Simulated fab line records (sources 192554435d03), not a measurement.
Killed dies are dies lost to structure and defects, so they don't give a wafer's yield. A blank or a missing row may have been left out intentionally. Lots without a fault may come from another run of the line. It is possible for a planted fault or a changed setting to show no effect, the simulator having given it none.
Chamber matching -- flow n5Finfet -- N5_HKMG_FIN_ETCH_55 on rieDiel-05 has 4 sister chambers
The step etches SOC in N2/H2, target depth 240 nm, time 300 s. 4 wafers are shown with their chamber, then 11 later ones without.

== WAFERS PAIRED WITH THEIR CHAMBERS ==
wafer,chamber,showerheadPlenumPTorr (Torr)
L082.6,0,2.43
L084.1,3,2.61
L084.6,2,2.48
L088.1,1,2.54

== WAFERS MISSING THEIR CHAMBER ==
wafer,showerheadPlenumPTorr (Torr)
L088.2,2.61
L088.3,2.47
L088.4,2.43
L088.5,2.43
L088.6,2.54
L090.1,2.47
L090.2,2.42
L090.6,2.61
L095.1,2.60
L095.2,2.53
L095.4,2.42

== WHICH CHAMBER EACH WENT THROUGH ==
wafer,from the rows above,in truth
L088.2,3,3
L088.3,2,2
L088.4,0,0
L088.5,0,0
L088.6,1,1
L090.1,2,2
L090.2,0,0
L090.6,3,3
L095.1,3,3
L095.2,1,1
L095.4,0,0
Correctly placed: 11 of 11. From these rows, 0 cannot be placed. Number placed wrongly: 0.
How it was worked out, from the rows above alone: a wafer's distance from a chamber is the root of the sum, over the readings, of the square of ((its reading less the chamber's mean) divided by the reading's scatter). The wafer belongs to the nearest chamber; if the next one is less than 2 further off, it can't be placed. Each chamber's mean is taken over the wafers shown for it. The scatter: with one shown wafer a chamber, the root of the mean of the squares of how far each hidden wafer lies from its nearest shown one.
